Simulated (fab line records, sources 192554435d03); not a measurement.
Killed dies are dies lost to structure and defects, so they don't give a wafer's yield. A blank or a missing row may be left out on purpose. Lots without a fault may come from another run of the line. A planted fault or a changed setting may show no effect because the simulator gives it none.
Chamber matching | flow n5_finfet | N5_HKMG_FIN_ETCH_35 on rie_diel-03: 4 sister chambers
The step etches SOC in N2/H2, target depth 215.8 nm, time 243.4 s. 20 wafers are shown with their chamber, then 10 later ones without.

WAFERS WITH THEIR CHAMBER
wafer  | chamber | drypump_motor_current_A (A) | showerhead_plenum_p_Torr (Torr) | oes_product_au (a.u.)
L076.2 | 3       | 5.7                         | 2.48                            | 0.84
L076.5 | 3       | 5.7                         | 2.48                            | 0.83
L076.6 | 2       | 5.0                         | 2.56                            | 0.75
L079.2 | 2       | 5.0                         | 2.56                            | 0.75
L079.3 | 0       | 5.9                         | 2.65                            | 0.75
L079.4 | 1       | 5.7                         | 2.59                            | 0.88
L081.1 | 3       | 5.6                         | 2.47                            | 0.84
L081.4 | 2       | 5.0                         | 2.56                            | 0.75
L081.6 | 2       | 5.0                         | 2.56                            | 0.75
L086.2 | 3       | 5.7                         | 2.47                            | 0.83
L086.3 | 2       | 5.0                         | 2.55                            | 0.74
L086.6 | 2       | 5.0                         | 2.55                            | 0.74
L087.1 | 1       | 5.7                         | 2.59                            | 0.87
L087.5 | 2       | 5.0                         | 2.55                            | 0.74
L087.6 | 3       | 5.7                         | 2.47                            | 0.83
L088.1 | 0       | 5.9                         | 2.64                            | 0.74
L088.2 | 3       | 5.7                         | 2.47                            | 0.83
L088.3 | 1       | 5.7                         | 2.59                            | 0.86
L089.2 | 3       | 5.7                         | 2.47                            | 0.83
L089.4 | 1       | 5.7                         | 2.59                            | 0.84

SIGNATURES (means of the wafers above)
reading                  | chamber 0 | chamber 1 | chamber 2 | chamber 3 | scatter within a chamber
drypump_motor_current_A  | 5.900     | 5.700     | 5.000     | 5.686     | 0.0231
showerhead_plenum_p_Torr | 2.6450    | 2.5900    | 2.5557    | 2.4729    | 0.00477
oes_product_au           | 0.7450    | 0.8625    | 0.7457    | 0.8329    | 0.0088
Rule: a wafer's distance from a chamber is the root of the sum, over the readings, of the square of ((its reading less the chamber's mean) divided by the reading's scatter). The wafer belongs to the nearest chamber; if the next one is less than 2 further off, it can't be placed. The scatter: the root of (the sum of the squares of (reading less its chamber's mean) over the shown wafers, divided by (wafers less chambers)).

WAFERS WITHOUT THEIR CHAMBER
wafer  | drypump_motor_current_A (A) | showerhead_plenum_p_Torr (Torr) | oes_product_au (a.u.)
L089.5 | 5.0                         | 2.55                            | 0.74
L090.2 | 5.0                         | 2.55                            | 0.73
L090.3 | 5.7                         | 2.47                            | 0.82
L090.6 | 5.9                         | 2.64                            | 0.74
L092.2 | 5.7                         | 2.58                            | 0.83
L092.3 | 5.7                         | 2.46                            | 0.81
L092.4 | 5.0                         | 2.55                            | 0.74
L094.1 | 5.9                         | 2.63                            | 0.72
L094.5 | 5.7                         | 2.46                            | 0.80
L094.6 | 5.0                         | 2.54                            | 0.73

WHICH CHAMBER EACH WENT THROUGH
wafer  | from the rows above | in truth
L089.5 | 2                   | 2
L090.2 | 2                   | 2
L090.3 | 3                   | 3
L090.6 | 0                   | 0
L092.2 | 1                   | 1
L092.3 | 3                   | 3
L092.4 | 2                   | 2
L094.1 | 0                   | 0
L094.5 | 3                   | 3
L094.6 | 2                   | 2
Placed correctly: 10 of 10. Can't be placed from these rows: 0. Placed wrongly: 0.
